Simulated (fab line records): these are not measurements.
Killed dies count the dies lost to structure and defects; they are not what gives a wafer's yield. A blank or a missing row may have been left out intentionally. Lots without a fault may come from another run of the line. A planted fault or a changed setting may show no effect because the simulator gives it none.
A single fault, viewed from 2 desks :: flow n5Finfet :: numbers are kept per desk, each desk with only its own; the story behind them comes last

== METROLOGY DESK ==
What the gauges read for every lot (on any tool): the sampled wafers with a number, averaged. A lot is out of limits, marked OUT, if its mean lies more than 4 standard deviations from the usual mean; the brackets give that distance.
Columns: A = M6_OVL at N5_BEOL_M6_OVL_MEAS_12, usual 0.1 nm
lot: L224
first seen here: day 8 14:10
A: 0.4

lot: L226
first seen here: day 8 17:14
A: -0.0

lot: L228
first seen here: day 9 09:01
A: -0.1

lot: L230
first seen here: day 10 01:56
A: 0.3

lot: L231
first seen here: day 10 10:50
A: -0.0

lot: L232
first seen here: day 10 11:10
A: 1.0

lot: L234
first seen here: day 10 21:05
A: -1.1

lot: L235
first seen here: day 11 03:21
A: -0.2

lot: L243
first seen here: day 13 08:00
A: -0.3

lot: L242
first seen here: day 13 15:49
A: 0.3

lot: L244
first seen here: day 14 12:21
A: 0.3

lot: L247
first seen here: day 14 17:55
A: 0.2

lot: L246
first seen here: day 14 23:49
A: -0.0
Finding of this desk: none of the 13 lots has anything out of limits.

== THE TOOL OWNER'S DESK: lithoTrack-04 ==
The tool's own readings at N5_BEOL_M6_COAT_05 (resist thk 90 nm): means of the sampled wafers that have a number, for each lot that ran on this tool. A lot is out of limits, marked OUT, if its mean lies more than 4 standard deviations from the usual mean; the brackets give that distance.
Columns: A = spinSpeedRpm at N5_BEOL_M6_COAT_05, usual 1499.9 rpm
lot: L226
first seen here: day 8 16:51
A: 1499.3

lot: L231
first seen here: day 10 10:34
A: 1499.0

lot: L232
first seen here: day 10 10:46
A: 1499.9

lot: L234
first seen here: day 10 20:41
A: 1571.1 (+71) OUT

lot: L235
first seen here: day 11 03:05
A: 1570.6 (+71) OUT

lot: L244
first seen here: day 14 11:58
A: 1500.8

lot: L246
first seen here: day 14 23:25
A: 1500.2
This desk's verdict: out of limits on L234, L235, starting with L234 at day 10 20:41 (spinSpeedRpm at N5_BEOL_M6_COAT_05). Within limits: L226, L231, L232, L244, L246.

== TAKEN TOGETHER ==
An alarm could have come from the tool owner's desk at day 10 20:41, on L234, L235.
Nothing out of limits was seen by the metrology desk.
The metrology desk has L234, L235 on record, within its limits.
Every lot named ran N5_BEOL_M6_COAT_05 on lithoTrack-04.

== WHAT WAS PUT IN BY THE SIMULATOR ==
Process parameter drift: lithoTrack-04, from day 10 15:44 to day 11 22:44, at N5_BEOL_M6_COAT_05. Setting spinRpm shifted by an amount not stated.
Struck lots among those shown: L234, L235.
Each desk's first reading out of limits, in hours after the fault started: the tool owner's desk, 5.
